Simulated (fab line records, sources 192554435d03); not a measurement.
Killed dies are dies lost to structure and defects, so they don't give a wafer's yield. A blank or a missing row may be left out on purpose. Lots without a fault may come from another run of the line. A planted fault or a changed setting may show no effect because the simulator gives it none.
fab line records | flow n5_finfet
record lots=6 wafers=18 last_day=16
route steps=1938 shown MOL_CONTACT_COAG@539 PASSIVATION@1936
lots that met no fault: from a run of the same line without faults
start_h: hours from the record's first day to the start of the lot's first wafer shown | wait_h: hours since the lot's step before | " the same as in the row above | L1.1+2: a row that stands for several wafers | - no value, or no start given | * or withheld: withheld | < > ~ a bound
route shown NAME@n: a module of which the file shows steps, and the number in the route of the first | usual: mean/standard deviation of fault-free wafers | same: alike in all rows | chamber/n: place in a boat | sites: the reading at each site | _std_site: their standard deviation | _edge_site: outer sites' mean less inner sites' | radius_mm: how far each site lies from the wafer's centre | mask NAME#n: copy n | behind: the tool/chamber that last shaped the wafer | hold: why the lot was held/for how many hours/how that ended | device: the transistor (n, p or np) that didn't switch | end of line: the same wafers' tests at the end of the route | a step without rows: its recipe alone | killed: dies lost to structure and defects at the first sort, not the wafer's yield | map: a wafer's dies, x killed, . not, _ none there
set.NAME: the setting as run; set.NAME@STEP: as run at that earlier step | model.NAME: the simulator's own value behind a step, which no gauge read
lots at some steps of the route; a table a step, a row a wafer
services: from which hour (start_h, from the record's first day; less than 0 if before it) a tool's chamber was out of use, for how many hours, and why
## steps
# step N5_MOL_CONTACT_COAG_STRIP_98
# recipe chemistry=N2/H2 power_w=500 temp_c=40 pressure_mtorr=50 rf_frequency_hz=6e+07 overash_fraction=0.3 bias_power_w=8 h2_frac=0.5 n2_flow_sccm=300 h2_flow_sccm=300
# step N5_MOL_CONTACT_COAG_CD_MEAS_99
# recipe target_cd_nm=17.2 polarity=opening
# usual cd_nm=17.1/0.38
# columns lot.wafer tool chamber start_h wait_h cd_nm
L193.4 cd_sem-03 - 91.78 - 16.9
L193.5 " - " " 16.9
L193.6 " - " " 17.0
L195.1 cd_sem-02 - 108.04 - 16.5
L195.4 " - " " 17.2
L195.6 " - " " 17.1
L201.1 cd_sem-01 - 143.39 - 17.1
L201.3 " - " " 17.3
L201.5 " - " " 17.0
L203.2 cd_sem-02 - 163.32 - 17.0
L203.3 " - " " 16.5
L203.4 " - " " 17.1
L208.1 cd_sem-02 - 186.68 - 16.7
L208.2 " - " " 16.7
L208.4 " - " " 17.3
L210.1 cd_sem-01 - 199.07 - 17.4
L210.3 " - " " 16.7
L210.5 " - " " 17.3
# step N5_MOL_CONTACT_COAG_IMPLANT_129
# recipe species=Ge energy_kev=3 dose_cm2=6e+14 tilt_deg=0 rotation_deg=0
# step N5_MOL_CONTACT_COAG_PRECLEAN_111
# recipe chemistry=NF3:NH3 afs_cycles=1 temp_c=30 time_s=20 sublimation_temp_c=180 sublimation_time_s=60 pressure_torr=3 rf_power_w=30
# step N5_MOL_CONTACT_COAG_TI_SIL_19
# recipe material=Ti target_thk_a=42 temp_c=200 chamber_pressure_pa=5 power_w=5000 time_s=15
# usual throttle_valve_pct=30.2/0.97
# columns lot.wafer tool chamber start_h wait_h throttle_valve_pct
L193.4 pvd_sputter-03 - 92.39 0.2 30.6
L193.5 " - " " 29.8
L193.6 " - " " 30.6
L195.1 pvd_sputter-01 - 108.61 0.3 30.7
L195.4 " - " " 30.3
L195.6 " - " " 29.3
L201.1 pvd_sputter-01 - 143.87 0.2 30.5
L201.3 " - " " 30.1
L201.5 " - " " 30.9
L203.2 pvd_sputter-03 - 164.00 0.2 29.7
L203.3 " - " " 32.2
L203.4 " - " " 30.0
L208.1 pvd_sputter-02 - 187.92 0.4 28.0
L208.2 " - " " 30.5
L208.4 " - " " 29.0
L210.1 pvd_sputter-01 - 201.04 0.2 29.9
L210.3 " - " " 30.7
L210.5 " - " " 30.6
# step N5_MOL_CONTACT_COAG_ALD_20
# recipe material=TiN target_thk_a=15 temp_c=400 ald_precursor_family=TiCl4 ald_co_reactant=NH3 pulse_time_s=1 purge_time_s=3 co_reactant_purge_time_s=2 co_reactant_pulse_time_s=2 ald_cycles=68 pressure_torr=3
# step N5_MOL_CONTACT_COAG_SIL_ANNEAL_21
# recipe temp_c=550 time_s=60 ambient=N2
# step N5_MOL_CONTACT_COAG_PRE_CLEAN_141
# recipe gas=H2/He time_s=60 temp_c=300
# step N5_MOL_CONTACT_COAG_SPUTTER_143
# recipe material=Co target_thk_a=25 temp_c=25 chamber_pressure_pa=0.2
# step N5_MOL_CONTACT_COAG_CO_FILL_22
# recipe material=Co target_thk_a=200 temp_c=200 precursor=CCTBA/H2 pressure_torr=30
# step N5_MOL_CONTACT_COAG_ANNEAL_113
# recipe temp_c=400 time_s=300 ambient=H2/N2
# usual lamp_power_pct=2.43/0.12 lamp_zone_1_pct=2.43/0.12 wafer_temp_C_max=401.6/0.4
# columns lot.wafer tool chamber start_h wait_h lamp_power_pct lamp_zone_1_pct wafer_temp_C_max
L193.4 rtp_anneal-02 0 95.92 0.5 2.55 2.55 401.5
L193.5 " 0 " " 2.56 2.56 401.9
L193.6 " 0 " " 2.56 2.56 401.2
L195.1 rtp_anneal-02 0 111.69 0.4 2.56 2.56 401.7
L195.4 " 0 " " 2.56 2.55 402.4
L195.6 " 0 " " 2.55 2.55 401.9
L201.1 rtp_anneal-01 0 145.92 0.6 2.32 2.32 401.6
L201.3 " 0 " " 2.32 2.32 401.4
L201.5 " 0 " " 2.32 2.32 401.3
L203.2 rtp_anneal-01 0 165.85 0.5 2.32 2.32 401.8
L203.3 " 0 " " 2.32 2.32 401.2
L203.4 " 0 " " 2.32 2.32 401.5
L208.1 rtp_anneal-02 0 189.82 0.4 2.55 2.55 402.0
L208.2 " 0 " " 2.56 2.56 401.5
L208.4 " 0 " " 2.56 2.56 402.1
L210.1 rtp_anneal-02 0 204.31 0.3 2.55 2.56 402.0
L210.3 " 0 " " 2.55 2.56 402.3
L210.5 " 0 " " 2.55 2.56 401.6
# step N5_MOL_CONTACT_COAG_PRE_CLEAN_142
# recipe gas=H2/He time_s=60 temp_c=300
# usual heater_power_w=468/37
# columns lot.wafer tool chamber start_h wait_h heater_power_w
L193.4 pvd_sputter-01 - 97.64 1.6 493
L193.5 " - " " 492
L193.6 " - " " 453
L195.1 pvd_sputter-03 - 113.54 1.5 420
L195.4 " - " " 545
L195.6 " - " " 489
L201.1 pvd_sputter-01 - 148.45 2.4 432
L201.3 " - " " 435
L201.5 " - " " 445
L203.2 pvd_sputter-01 - 167.35 1.3 454
L203.3 " - " " 503
L203.4 " - " " 468
L208.1 pvd_sputter-02 - 191.38 1.4 422
L208.2 " - " " 428
L208.4 " - " " 431
L210.1 pvd_sputter-03 - 206.10 1.6 484
L210.3 " - " " 426
L210.5 " - " " 420
# step N5_MOL_CONTACT_COAG_SPUTTER_130
# recipe material=Co target_thk_a=475 temp_c=25 chamber_pressure_pa=0.5 power_w=3000
# usual throttle_valve_pct=30.1/0.96
# columns lot.wafer tool chamber start_h wait_h throttle_valve_pct
L193.4 pvd_sputter-01 - 97.70 0.0 30.4
L193.5 " - " " 30.4
L193.6 " - " " 30.6
L195.1 pvd_sputter-03 - 113.60 0.0 32.2
L195.4 " - " " 29.9
L195.6 " - " " 30.9
L201.1 pvd_sputter-01 - 148.51 0.0 29.8
L201.3 " - " " 30.4
L201.5 " - " " 30.1
L203.2 pvd_sputter-01 - 167.41 0.0 30.2
L203.3 " - " " 30.5
L203.4 " - " " 30.6
L208.1 pvd_sputter-02 - 191.44 0.0 27.7
L208.2 " - " " 28.6
L208.4 " - " " 30.6
L210.1 pvd_sputter-03 - 206.16 0.0 30.5
L210.3 " - " " 32.0
L210.5 " - " " 31.9
# step N5_MOL_CONTACT_COAG_PRECLEAN_125
# recipe chemistry=DIW time_s=57.5 temp_c=23
# step N5_MOL_CONTACT_COAG_SRD_126
# recipe dry_time_s=32 dry=n2_spin spin_rpm=1500
# step N5_MOL_CONTACT_COAG_CMP_23
# recipe stop_on=SiO2 t_overpolish_s=1.5 post_cmp_clean=cu_alkaline down_force_psi=2 platen_rpm=50.289 pad_velocity_m_s=1.0006 target_thk_nm=0
# step N5_MOL_CONTACT_COAG_WET_ETCH_26
# recipe target=Co target_depth_nm=13
# step N5_MOL_CONTACT_COAG_WET_ETCH_116
# recipe chemistry=SC1-inhibited target_depth_nm=4.6 dry=ipa_marangoni rinse_time_s=30 rinse_temp_c=23
# step N5_MOL_CONTACT_COAG_ALD_27
# recipe material=SiOC target_thk_a=170 temp_c=400 ald_precursor_family=carbosiloxane ald_co_reactant=H2-plasma pulse_time_s=1.5 time_s=2720 purge_time_s=2 co_reactant_purge_time_s=2 ald_cycles=340 pressure_torr=2
# step N5_MOL_CONTACT_COAG_CMP_28
# recipe stop_on=SiNx t_overpolish_s=0.85 post_cmp_clean=alkaline_brush down_force_psi=4.15 platen_rpm=51.8 pad_velocity_m_s=1.0307 target_thk_nm=14.522
# step N5_MOL_CONTACT_COAG_THK_MEAS_29
# recipe reads=SiNx_of_GATE_CUT_PECVD_57+SiNx_of_GATE_CUT_SAC_CAP_01
# usual MD_CAP_THK=17.89/0.078
# columns lot.wafer tool chamber start_h wait_h MD_CAP_THK[nm]
L193.4 film_metro-02 - 100.57 - 17.91
L193.5 " - " " 17.84
L193.6 " - " " 17.96
L195.1 film_metro-02 - 116.68 - 17.89
L195.4 " - " " 17.86
L195.6 " - " " 17.89
L201.1 film_metro-02 - 151.37 - 17.88
L201.3 " - " " 17.84
L201.5 " - " " 17.96
L203.2 film_metro-02 - 170.28 - 17.94
L203.3 " - " " 18.02
L203.4 " - " " 17.91
L208.1 film_metro-01 - 194.93 - 17.82
L208.2 " - " " 17.93
L208.4 " - " " 17.93
L210.1 film_metro-02 - 209.14 - 17.88
L210.3 " - " " 17.86
L210.5 " - " " 17.91
# step N5_MOL_CONTACT_COAG_ALD_123
# recipe material=SiNx target_thk_a=50 temp_c=400 ald_precursor_family=SiH2I2 ald_co_reactant=N2/H2-plasma pulse_time_s=1 purge_time_s=2 co_reactant_purge_time_s=2 ald_cycles=100 pressure_torr=2
# step N5_MOL_CONTACT_COAG_PECVD_31
# recipe material=SiO2 target_thk_a=460 temp_c=400 precursor=TEOS/O2 pressure_torr=6.5 rf_w=withheld teos_flow_sccm=withheld gas=O2 flow_sccm=2650 time_s=8.9
# step N5_MOL_CONTACT_COAG_COAT_75
# recipe resist=SOC temp_c=250 time_s=60 spin_rpm=1500 resist_thk_nm=60
# step N5_MOL_CONTACT_COAG_COAT_76
# recipe resist=SiARC temp_c=220 time_s=60 spin_rpm=1500 resist_thk_nm=10
# step N5_MOL_CONTACT_COAG_COAT_77
# recipe resist=underlayer temp_c=205 time_s=60 spin_rpm=1500 resist_thk_nm=10
# step N5_MOL_CONTACT_COAG_COAT_78
# recipe resist=CAR-EUV spin_rpm=1500 resist_thk_nm=40
# step N5_MOL_CONTACT_COAG_EBR_80
# recipe solvent=PGMEA ebr_width_mm=1.5
# step N5_MOL_CONTACT_COAG_SOFTBAKE_79
# recipe temp_c=110 time_s=60 resist=CAR-EUV
# step N5_MOL_CONTACT_COAG_EXPOSE_81
# recipe mask_id=VG na=0.33 source_shape=annular sigma_inner=0.3 sigma_outer=0.7 polarization=unpolarized defocus_nm=0 dose_mj=59.5
# step N5_MOL_CONTACT_COAG_PEB_82
# recipe peb_temp_c=100 peb_time_s=60 resist=CAR-EUV
# step N5_MOL_CONTACT_COAG_DEVELOP_83
# recipe develop_time_s=30 developer=TMAH resist=CAR-EUV rinse_liquid=surfactant_rinse dry=air_spin dev_temp_c=23
# step N5_MOL_CONTACT_COAG_CD_MEAS_84
# recipe target_cd_nm=25.1 landing_energy_ev=500 detector=se_inlens polarity=opening
# usual cd_nm=25.12/0.25
# columns lot.wafer tool chamber start_h wait_h cd_nm
L193.4 cd_sem-01 0 103.01 - 25.28
L193.5 " 0 " " 24.96
L193.6 " 0 " " 25.20
L195.1 cd_sem-03 0 117.56 - 25.79
L195.4 " 0 " " 25.13
L195.6 " 0 " " 25.04
L201.1 cd_sem-03 0 152.25 - 25.02
L201.3 " 0 " " 24.83
L201.5 " 0 " " 25.08
L203.2 cd_sem-01 0 171.16 - 25.19
L203.3 " 0 " " 24.94
L203.4 " 0 " " 25.03
L208.1 cd_sem-02 0 195.81 - 25.43
L208.2 " 0 " " 25.06
L208.4 " 0 " " 25.32
L210.1 cd_sem-03 0 210.15 - 25.17
L210.3 " 0 " " 25.57
L210.5 " 0 " " 24.92
# step N5_MOL_CONTACT_COAG_OVL_MEAS_85
# recipe points_per_wafer=522
# usual VG_OVL=0.0/0.6
# columns lot.wafer tool chamber start_h wait_h VG_OVL[nm]
L193.4 overlay-02 0 103.05 0.0 0.0
L193.5 " 0 " " 0.3
L193.6 " 0 " " -0.1
L195.1 overlay-02 0 117.59 0.0 0.0
L195.4 " 0 " " 0.9
L195.6 " 0 " " 0.0
L201.1 overlay-01 0 152.28 0.0 -0.5
L201.3 " 0 " " 0.4
L201.5 " 0 " " -0.2
L203.2 overlay-01 0 171.20 0.0 0.5
L203.3 " 0 " " 1.2
L203.4 " 0 " " 1.1
L208.1 overlay-01 0 195.84 0.0 1.0
L208.2 " 0 " " -0.1
L208.4 " 0 " " 1.0
L210.1 overlay-02 0 210.18 0.0 -0.2
L210.3 " 0 " " 1.4
L210.5 " 0 " " 0.1
# step N5_MOL_CONTACT_COAG_DESCUM_88
# recipe chemistry=O2 time_s=7 source_power_w=50 bias_power_w=20 pressure_mtorr=20 rf_frequency_hz=2.712e+07 temp_c=40 resist=CAR-EUV o2_flow_sccm=225
# usual drypump_motor_current_A=5.9/0.47 oes_product_au=0.76/0.088 rf_vpp_V=243.0/1.2 showerhead_plenum_p_Torr=2.07/0.063 throttle_valve_pct=20.36/0.26
# columns lot.wafer tool chamber start_h wait_h drypump_motor_current_A oes_product_au rf_hours_counter_h rf_vpp_V showerhead_plenum_p_Torr throttle_valve_pct
L193.4 rie_diel-05 3 103.13 0.0 6.1 0.72 206 244.1 2.14 20.06
L193.5 " 2 " " 5.9 0.71 - 242.8 1.99 20.57
L193.6 " 1 " " 5.0 0.75 - 241.8 2.08 20.13
L195.1 rie_diel-05 2 117.90 0.3 6.0 0.70 224 242.5 1.98 20.56
L195.4 " 3 " " 6.1 0.71 211 245.7 2.14 20.06
L195.6 " 1 " " 5.0 0.73 - 243.3 2.08 20.13
L201.1 rie_diel-03 1 152.78 0.4 6.6 0.89 48 242.5 2.04 20.02
L201.3 " 2 " " 5.9 0.73 212 244.7 2.16 20.92
L201.5 " 0 " " 5.3 0.73 - 243.0 2.09 20.46
L203.2 rie_diel-05 1 171.28 0.0 5.0 0.72 193 243.5 2.07 20.15
L203.3 " 2 " " 6.0 0.68 242 240.4 1.98 20.59
L203.4 " 3 " " 6.1 0.69 229 242.6 2.13 20.09
L208.1 rie_diel-03 0 195.93 0.0 5.3 0.71 197 242.7 2.09 20.52
L208.2 " 2 " " 6.0 0.71 231 243.6 2.15 20.96
L208.4 " 1 " " 6.6 0.85 67 243.6 2.03 20.04
L210.1 rie_diel-04 3 210.27 0.0 6.0 0.79 133 241.9 2.01 20.17
L210.3 " 2 " " 6.3 0.69 228 241.1 2.04 20.59
L210.5 " 0 " " 6.6 0.69 - 242.8 2.17 20.26
# step N5_MOL_CONTACT_COAG_ETCH_89
# recipe chemistry=N2/H2 target=underlayer target_depth_a=130 mask_material=CAR-EUV time_s=10.4 ion_energy_ev=200 pressure_mtorr=30 source_w=840 bias_w=150 n2_flow_sccm=200 h2_flow_sccm=200 ends=cleared
# step N5_MOL_CONTACT_COAG_ETCH_90
# recipe chemistry=CF4 target=SiARC target_depth_a=130 mask_material=CAR-EUV time_s=21.7 ion_energy_ev=80 pressure_mtorr=40 source_w=545 bias_w=36 Ar_flow_sccm=100 cf4_flow_sccm=100 ends=cleared
# step N5_MOL_CONTACT_COAG_ALD_131
# recipe material=SiO2 target_thk_a=50 temp_c=100 ald_precursor_family=BDEAS ald_co_reactant=O2-plasma pulse_time_s=1 co_reactant_pulse_time_s=1 purge_time_s=2 co_reactant_purge_time_s=2 ald_cycles=35 pressure_torr=2
# step N5_MOL_CONTACT_COAG_ETCHBACK_132
# recipe chemistry=CHF3 target=SiO2 target_depth_a=100 time_s=6.7 ion_energy_ev=200 pressure_mtorr=30 source_w=610 bias_w=170 Ar_flow_sccm=200 CHF3_flow_sccm=50
# usual drypump_motor_current_A=5.9/0.46 oes_product_au=0.75/0.091 rf_vpp_V=520/9.5 showerhead_plenum_p_Torr=2.37/0.069 throttle_valve_pct=18.66/0.21
# columns lot.wafer tool chamber start_h wait_h drypump_motor_current_A oes_product_au rf_hours_counter_h rf_vpp_V showerhead_plenum_p_Torr throttle_valve_pct
L193.4 rie_diel-03 3 103.52 0.2 5.5 0.96 12 528 2.36 18.71
L193.5 " 0 " " 5.3 0.74 - 520 2.38 18.72
L193.6 " 3 " " 5.5 0.96 - 527 2.36 18.70
L195.1 rie_diel-03 3 118.37 0.2 5.5 0.95 17 529 2.35 18.70
L195.4 " 1 " " 6.5 0.90 - 518 2.34 18.38
L195.6 " 3 " " 5.5 0.95 - 528 2.35 18.73
L201.1 rie_diel-05 0 153.10 0.1 5.9 0.68 230 508 2.24 18.54
L201.3 " 3 " " 6.1 0.70 221 506 2.45 18.49
L201.5 " 0 " " 5.9 0.68 - 506 2.24 18.55
L203.2 rie_diel-04 2 171.68 0.2 6.4 0.70 210 513 2.34 18.95
L203.3 " 3 " " 6.1 0.80 115 537 2.31 18.51
L203.4 " 2 " " 6.4 0.70 - 513 2.34 18.94
L208.1 rie_diel-05 0 196.25 0.1 5.9 0.68 241 507 2.24 18.57
L208.2 " 2 " " 5.9 0.67 245 515 2.24 18.84
L208.4 " 3 " " 6.2 0.69 232 506 2.44 18.52
L210.1 rie_diel-05 3 210.89 0.2 6.1 0.69 237 508 2.44 18.52
L210.3 " 0 " " 5.8 0.67 247 507 2.24 18.59
L210.5 " 0 " " 5.9 0.68 - 506 2.24 18.59
# step N5_PASSIVATION_PROBE_49
# usual killed_at_M0_to_M3=34/11 killed_at_M4_up=14/5.7 killed_at_contacts=14/6.9 killed_at_front_end=40/11 killed_at_other=4/3.1 killed_dies=105/17 killed_on_rim=14/4.1 killed_open=70/13 killed_short=34/7.6
# same gross_dies=1180 killed_at_back_side=0
# columns lot.wafer tool chamber start_h wait_h killed_at_M0_to_M3 killed_at_M4_up killed_at_contacts killed_at_front_end killed_at_other killed_dies killed_on_rim killed_open killed_short
L201.1 prober-02 - 331.57 0.0 35 8 131 27 4 205 34 73 22
L201.3 prober-02 - 331.67 0.1 46 12 134 33 4 229 15 77 39
L201.5 prober-02 - 331.77 0.2 33 18 132 23 2 208 15 68 23
L203.2 prober-01 - 343.54 0.1 36 10 135 32 1 214 14 58 32
L203.3 prober-01 - 343.59 0.1 32 9 140 21 6 208 8 53 34
L203.4 prober-01 - 343.64 0.2 34 13 129 33 0 209 8 59 35
# killed by level:class
L201.1 MOL_CONTACT_COAG:unspecified=110 MOL_CONTACT_COAG:geometric_particle:open=19 BEOL_M2:geometric_particle:open=11 BEOL_M0_SAQP:geometric_particle:short=7 FIN_SAQP:geometric_particle:open=6 BEOL_M1:geometric_particle:open=6 BEOL_M0_SAQP:geometric_particle:open=5 STI_FIN_REVEAL:geometric_particle:open=4
L201.3 MOL_CONTACT_COAG:unspecified=113 MOL_CONTACT_COAG:geometric_particle:open=18 BEOL_M1:geometric_particle:open=16 BEOL_M0_SAQP:geometric_particle:short=7 BEOL_M2:geometric_particle:open=7 FIN_SAQP:geometric_particle:short=6 STI_FIN_REVEAL:geometric_particle:open=6 FIN_SAQP:geometric_particle:open=5
L201.5 MOL_CONTACT_COAG:unspecified=116 MOL_CONTACT_COAG:geometric_particle:open=14 BEOL_M4:geometric_particle:open=10 BEOL_M1:geometric_particle:open=8 BEOL_M2:geometric_particle:open=7 BEOL_M0_SAQP:geometric_particle:short=5 BEOL_M3:geometric_particle:open=5 STARTING-WAFER:geometric_particle:open=4
L203.2 MOL_CONTACT_COAG:unspecified=123 BEOL_M3:geometric_particle:open=12 MOL_CONTACT_COAG:geometric_particle:open=9 BEOL_M0_SAQP:geometric_particle:open=7 GATE_CUT:geometric_particle:short=7 BEOL_M0_SAQP:geometric_particle:short=7 STI_FIN_REVEAL:geometric_particle:open=6 BEOL_M4:geometric_particle:open=4
L203.3 MOL_CONTACT_COAG:unspecified=119 MOL_CONTACT_COAG:geometric_particle:open=16 BEOL_M0_SAQP:geometric_particle:short=9 BEOL_M0_SAQP:geometric_particle:open=7 BEOL_M4:geometric_particle:open=7 BEOL_M3:geometric_particle:open=6 FIN_SAQP:geometric_particle:short=5 GATE_CUT:geometric_particle:short=5
L203.4 MOL_CONTACT_COAG:unspecified=115 BEOL_M3:geometric_particle:open=11 MOL_CONTACT_COAG:geometric_particle:open=10 BEOL_M0_SAQP:geometric_particle:short=8 FIN_SAQP:geometric_particle:open=6 BEOL_M2:geometric_particle:open=6 FIN_SAQP:geometric_particle:short=5 BEOL_M4:geometric_particle:open=5
# map L201.3 (x killed, . not)
_________________.....x...x..________________
______________.xx....xxx......xx_____________
___________.............x..........__________
__________...................x......_________
________.x...........................x_______
_______......x.........................______
______.....................x.x.........._____
_____...............x............x.......____
____...xx.x..........................x....___
___.......x........x..............xx.......__
___............x....x.........xx...........__
__x..x.............xx.xxx...x.....x...x....._
__..........................x..x..x..x...x.._
_.....x...........x........xx.......x........
_................x.xxxxxxx.xx.x..x........x..
_..............x..x.xxxxxxxxxxx..x...........
_..........x....xxxxxxxxxxxxxx.x......x......
_...x.....x..x.....xxxxxxxxxxx...x.x..x.....x
_......xx.......x.xxxxxxxxxxxxxx....x........
_...............x..xxxxxxxxxxxx..........xx..
_.....x.....x......xxxxxxxxxxxx.......x......
__..x..........x...xxxxxxxx.x.x............._
__x.......x....x....xxxxx.xx.............x.._
___.xx....x........x.xxxxxx..........xxx...__
___..x...............x.........x.....xx....__
____..............x.....x..x.........x..x.___
_____.......x..........x...........x.....____
______x..x..........x...x..............._____
_______................x..x.x..........______
________......x.....xx..............x._______
__________..........x........x.x.xx._________
___________.....x.....x...x........__________
______________.....x............_____________
_________________............________________
# map L203.2 (x killed, . not)
_________________...x........________________
______________.......x.........._____________
___________..............x.........__________
__________x...........xx............_________
________......x...............x....xx._______
_______...x.x.x...x...............x....______
______...............x.xx.....x........._____
_____..............x............xxx......____
____....................x.....x.......x.x.___
___...x...................x.......x...x....__
___......................x.................__
__..x..................x.....x.....x.......x_
__.x..........x.....x.x..x.......x.........._
_x..x...............xx.xx.xx...........x...xx
_x..............xx.x.xxxxxx.xxx...x..........
_.................xxxxxxxxxxxxxx.............
_......x.......x..xxxxxxxxxx.x..x.........x..
_.x..............xxxxxxxxxxxxx.xx............
_x................xxxxxxxxxxxxxx..x..........
_................xxxxxxxxxxxxxx.........x....
_...........x.....xx.xxxxxxxxxx.........x..x.
__........x.....x.xxxxxxxxxxxxx..x.........._
__.............x..x....xxxxx..x............._
___.........x......x..x.xxx....x...........__
___..x.......x....x....xx.x................__
____...............x...xx..........x.....x___
_____............x......x....x...........____
______.....xx..........................._____
_______.......x.....x...............x..______
________.........xx...x..............._______
__________.........x................_________
___________........................__________
______________.................x_____________
_________________............________________
## services
# columns tool chamber start_h hours kind
rie_diel-03 - 95.44 6.3 repair
rie_diel-04 1 111.29 4.4 repair
pvd_sputter-02 - 126.57 5.3 repair
rie_diel-04 0 137.60 42.6 repair
rie_diel-05 - 172.74 15.6 pm
rie_diel-05 2 209.68 - clean
rie_diel-05 2 209.68 - consumable_replace:focus_ring
rie_diel-05 2 209.68 - consumable_replace:showerhead
rie_diel-05 2 209.68 16.3 scheduled_down
rie_diel-05 2 209.68 16.3 vent_cycle
## key
first_sign step=N5_PASSIVATION_PROBE_49 reading=killed_at_contacts direction=up sigmas=17 usual=14 struck=134
effect step=N5_PASSIVATION_PROBE_49 reading=killed_dies direction=up sigmas=6.4 usual=105 struck=212
more_kills_born_at N5_MOL_CONTACT_COAG_SPUTTER_130@pvd_sputter-01=696
met_at N5_MOL_CONTACT_COAG_SPUTTER_130
struck_wafers L201.1,L201.3,L201.5,L203.2,L203.3,L203.4
tester_left_out L201,L203
onset_between 97.70 148.51
also_fits N5_MOL_CONTACT_COAG_ANNEAL_113:rtp_anneal-01,N5_MOL_CONTACT_COAG_PRE_CLEAN_142:pvd_sputter-01
fault kind=chamber_particle_source tool=pvd_sputter-01 chamber=- onset_h=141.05 steps=N5_MOL_CONTACT_COAG_SPUTTER_130 rate_per_visit_cm2=0.71395 end_h=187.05
# tester_left_out: of these lots the tester's yield and bins aren't shown, on N5 and GAA mostly nor the transistor test; their killed dies are dies lost to structure and defects alone, not to doping, threshold or leakage, so they don't give the yield
